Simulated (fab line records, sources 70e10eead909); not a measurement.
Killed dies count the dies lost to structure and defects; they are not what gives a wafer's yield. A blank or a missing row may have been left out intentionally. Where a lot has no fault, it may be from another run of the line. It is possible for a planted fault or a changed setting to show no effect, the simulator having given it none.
Comparing a struck lot with a sound one || flow nand_harc || 41 out of 1302 route steps
Sound: these wafers, L196.1, L196.2, L196.4. Struck: wafers L198.2, L198.4, L198.5. Last of all comes the cause.
Each step with rows lists, per side, the tool, then ch with its chambers, then its first start. Under that, the readings that differ: sound wafers || struck wafers || difference of the means || sigmas: that difference in standard deviations of wafers without a fault.
alike: same words and numbers on both sides, and readings whose means sit less than 2 such deviations apart. not compared: any withheld reading, any reading some wafer has no value for, any bound like >300 that may hide the same value, and any number with overlapping values for which the record gives no deviation.
Wherever a step has rows on one side only, a row that says differs or no value, or a row with sigmas, the two part there. Non-overlapping numbers with no deviation appear without sigmas and do not part them. A reading that every wafer of one side lacks parts them only if that side has two wafers or more.

NHARC_A_CHANNEL_FILL_D2_ALD_02: deposits SiO2, target thk 6 nm, pulse time 10 s, ald cycles 60.
  sound on ald_hk-04 ch 0,2,3, day 13 05:11; struck on ald_hk-02 ch 0,1,2, day 14 06:41
  alike: heater_power_w, precursor_pulse_height_rel, susceptor_temp_C
NHARC_A_CHANNEL_FILL_D2_ALD_03: deposits SiNx, target thk 6 nm, pulse time 60 s, ald cycles 58.
  sound: ald_sin_batch-01 ch 0; struck: ald_sin_batch-01 ch 0
  alike: precursor_pulse_height_rel, susceptor_temp_C
then, 1 step without rows for these wafers: NHARC_A_CHANNEL_FILL_D2_ALD_14 (deposits SiO2, target thk 2.5 nm, pulse time 10 s, ald cycles 25).
NHARC_A_CHANNEL_FILL_D2_ALD_15: deposits SiNx, target thk 2 nm, pulse time 60 s, ald cycles 19.
  sound: ald_sin_batch-01 ch 0; struck: ald_sin_batch-02 ch 0
{"reading": "susceptor_temp_C (C)", "sound": "630.21 629.88 630.53", "struck": "- - -", "difference": "no value on the struck wafers", "sigmas": ""}
  alike: precursor_pulse_height_rel
then, 5 steps without rows for these wafers: NHARC_A_CHANNEL_FILL_D2_ALD_16 (deposits SiO2, target thk 1.5 nm, pulse time 10 s, ald cycles 15); NHARC_A_CHANNEL_FILL_D2_ANNEAL_17 (time 1800 s); NHARC_A_CHANNEL_FILL_D2_CVD_18 (deposits poly-Si, target thk 3 nm); NHARC_A_CHANNEL_FILL_D2_ETCHBACK_19 (etches the open film in HBr/Cl2, target depth 5 nm, time 1.7 s); NHARC_A_CHANNEL_FILL_D2_ETCHBACK_20 (etches the open film in C4F8/O2/Ar, target depth 27 nm, time 13.5 s).
NHARC_A_CHANNEL_FILL_D2_STRIP_28: strips in O2, time 20 s.
  sound on rie_diel-05 ch 0,1,3, day 14 06:28; struck on rie_diel-08 ch 0,3, day 15 06:59
  alike: chamber_pressure_mTorr, drypump_motor_current_A, oes_product_au, rf_vpp_V, showerhead_plenum_p_Torr, throttle_valve_pct
  not compared: rf_hours_counter_h
then, 2 steps without rows for these wafers: NHARC_A_CHANNEL_FILL_D2_PRECLEAN_21 (cleans in dHF, time 30 s); NHARC_A_CHANNEL_FILL_D2_SRD_23.
NHARC_A_CHANNEL_FILL_D2_CVD_05: deposits poly-Si, target thk 5 nm.
  struck on lpcvd_poly-01, day 15 09:26; sound on lpcvd_poly-01 ch 0, day 14 08:56
  no value came back on the struck wafers for spike_tc_bottom_C (C), spike_tc_centre_C (C); on the sound wafers spike_tc_bottom_C (C) reads 570.8 570.7 571.0
then, 1 step without rows for these wafers: NHARC_A_CHANNEL_FILL_D2_ANNEAL_22 (time 7200 s).
NHARC_A_CHANNEL_FILL_D2_THK_MEAS_06: measures by ellipsometry.
  struck on film_metro-02, day 15 18:37; sound on film_metro-01, day 14 18:08
{"reading": "thk_nm (nm)", "sound": "5.8 5.9 4.7", "struck": "4.2 2.9 2.4", "difference": -2.3, "sigmas": -2}
then, 8 steps without rows for these wafers: NHARC_A_CHANNEL_FILL_D2_ALD_25 (deposits SiOx, target thk 60 nm, pulse time 10 s, ald cycles 600); NHARC_A_CHANNEL_FILL_D2_ETCHBACK_08 (etches the open film in C4F8, target depth 220 nm, time 110 s); NHARC_A_CHANNEL_FILL_D2_STRIP_29 (strips in O2, time 20 s); NHARC_A_CHANNEL_FILL_D2_PRECLEAN_30 (cleans in dHF, time 30 s); NHARC_A_CHANNEL_FILL_D2_SRD_31; NHARC_A_CHANNEL_FILL_D2_CVD_09 (deposits poly-Si, target thk 150 nm, time 3000 s); NHARC_A_CHANNEL_FILL_D2_CMP_10 (polishes, target thk 150 nm); NHARC_A_CHANNEL_FILL_D2_SRD_12.
NHARC_A_CHANNEL_FILL_D2_RTA_24: time 5 s.
  sound on rtp_anneal-01 ch 0, day 15 05:53; struck on rtp_anneal-02 ch 0, day 16 06:29
{"reading": "anneal_temp_c_max", "sound": "1002.3 1002.7 1002.2", "struck": "1005.9 1005.4 1006.6", "difference": "+3.6", "sigmas": "+3"}
{"reading": "lamp_power_pct (%)", "sound": "29.8 29.8 29.8", "struck": "27.0 27.0 27.0", "difference": -2.8, "sigmas": -2}
{"reading": "lamp_zone_6_pct (%)", "sound": "29.8 29.8 29.7", "struck": "26.9 27.0 26.9", "difference": -2.8, "sigmas": -2}
  alike: wafer_temp_C_max
NHARC_A_CHANNEL_FILL_D2_INSPECT_13:
  struck on defect_inspect-01, day 16 06:39; sound on defect_inspect-01, day 15 06:05
  alike: raw_defect_count
then, 14 steps without rows for these wafers: NHARC_A_STAIRCASE_DEP_156 (deposits SiNx, target thk 50 nm); NHARC_A_STAIRCASE_DEHYDRATE_158 (time 120 s); NHARC_A_STAIRCASE_HMDS_159 (time 30 s); NHARC_A_STAIRCASE_COAT_160; NHARC_A_STAIRCASE_SOFTBAKE_161 (time 170 s); NHARC_A_STAIRCASE_EBR_162; NHARC_A_STAIRCASE_EXPOSE_163 (exposes mask STAIR OPEN); NHARC_A_STAIRCASE_PEB_164 (peb time 130 s); NHARC_A_STAIRCASE_DEVELOP_165 (time 140 s); NHARC_A_STAIRCASE_HARDBAKE_167 (time 140 s); NHARC_A_STAIRCASE_DESCUM_168 (chemistry O2, time 3 s); NHARC_A_STAIRCASE_ETCH_169 (etches the open film in CH3F/O2, target depth 50 nm, time 107.1 s); NHARC_A_STAIRCASE_ETCH_170 (etches the open film in C4F6/O2, target depth 200 nm, time 66.667 s); NHARC_A_STAIRCASE_STRIP_171 (strips in O2).
-- record jumps: 9 days between struck wafers' starts before vs after; left off in module A_STAIRCASE, resumes in module END, first step shown is number 1301 of the route --
NHARC_END_WLT_00:
  struck on prober-02, day 24 20:56; sound on prober-02, day 23 22:16
{"reading": "VT_DECK1_BOTTOM", "sound": "0.865 0.874 0.877", "struck": "5.997 6.018 5.991", "difference": "+5.130", "sigmas": "+99 or more"}
{"reading": "VT_DECK1_BOTTOM_INNER", "sound": "0.871 0.882 0.879", "struck": "5.950 5.953 5.998", "difference": "+5.090", "sigmas": "+99 or more"}
{"reading": "VT_DECK1_MEDIAN_NEAR_BOTTOM", "sound": "0.873 0.883 0.878", "struck": "5.961 6.006 5.991", "difference": "+5.108", "sigmas": "+99 or more"}
{"reading": "VT_DECK1_MEDIAN_NEAR_BOTTOM_INNER", "sound": "0.864 0.874 0.878", "struck": "5.968 6.014 5.979", "difference": "+5.115", "sigmas": "+99 or more"}
{"reading": "VT_DECK1_MIDDLE", "sound": "0.883 0.894 0.888", "struck": "6.043 6.032 6.092", "difference": "+5.167", "sigmas": "+99 or more"}
{"reading": "VT_DECK1_MIDDLE_INNER", "sound": "0.881 0.895 0.889", "struck": "5.968 5.988 6.018", "difference": "+5.103", "sigmas": "+99 or more"}
{"reading": "VT_DECK1_TOP", "sound": "0.892 0.908 0.897", "struck": "5.955 5.925 6.018", "difference": "+5.067", "sigmas": "+99 or more"}
{"reading": "VT_DECK1_TOP_INNER", "sound": "0.899 0.902 0.898", "struck": "6.004 6.003 5.992", "difference": "+5.100", "sigmas": "+99 or more"}
{"reading": "VT_DECK2_BOTTOM", "sound": "0.867 0.890 0.895", "struck": "6.004 5.994 6.011", "difference": "+5.119", "sigmas": "+99 or more"}
{"reading": "VT_DECK2_BOTTOM_INNER", "sound": "0.861 0.882 0.884", "struck": "5.980 6.016 5.967", "difference": "+5.112", "sigmas": "+99 or more"}
{"reading": "VT_DECK2_MEDIAN_NEAR_BOTTOM", "sound": "0.864 0.885 0.887", "struck": "5.962 5.997 5.974", "difference": "+5.099", "sigmas": "+99 or more"}
{"reading": "VT_DECK2_MEDIAN_NEAR_BOTTOM_INNER", "sound": "0.865 0.888 0.893", "struck": "5.994 5.986 6.039", "difference": "+5.124", "sigmas": "+99 or more"}
{"reading": "VT_DECK2_MIDDLE", "sound": "0.882 0.889 0.899", "struck": "5.992 6.043 6.033", "difference": "+5.133", "sigmas": "+99 or more"}
{"reading": "VT_DECK2_MIDDLE_INNER", "sound": "0.882 0.894 0.901", "struck": "6.051 5.984 6.007", "difference": "+5.122", "sigmas": "+99 or more"}
{"reading": "VT_DECK2_TOP", "sound": "0.902 0.899 0.903", "struck": "6.035 5.980 5.992", "difference": "+5.101", "sigmas": "+99 or more"}
{"reading": "VT_DECK2_TOP_INNER", "sound": "0.903 0.897 0.897", "struck": "5.961 6.014 6.013", "difference": "+5.097", "sigmas": "+99 or more"}
  not compared: hold
next, for these wafers, 1 step has no rows: NHARC_END_SORT_01.

WHERE THEY PART
Last at NHARC_END_WLT_00 as far as this record goes, first at NHARC_A_CHANNEL_FILL_D2_ALD_15.

WHY: what had been put in by the simulator
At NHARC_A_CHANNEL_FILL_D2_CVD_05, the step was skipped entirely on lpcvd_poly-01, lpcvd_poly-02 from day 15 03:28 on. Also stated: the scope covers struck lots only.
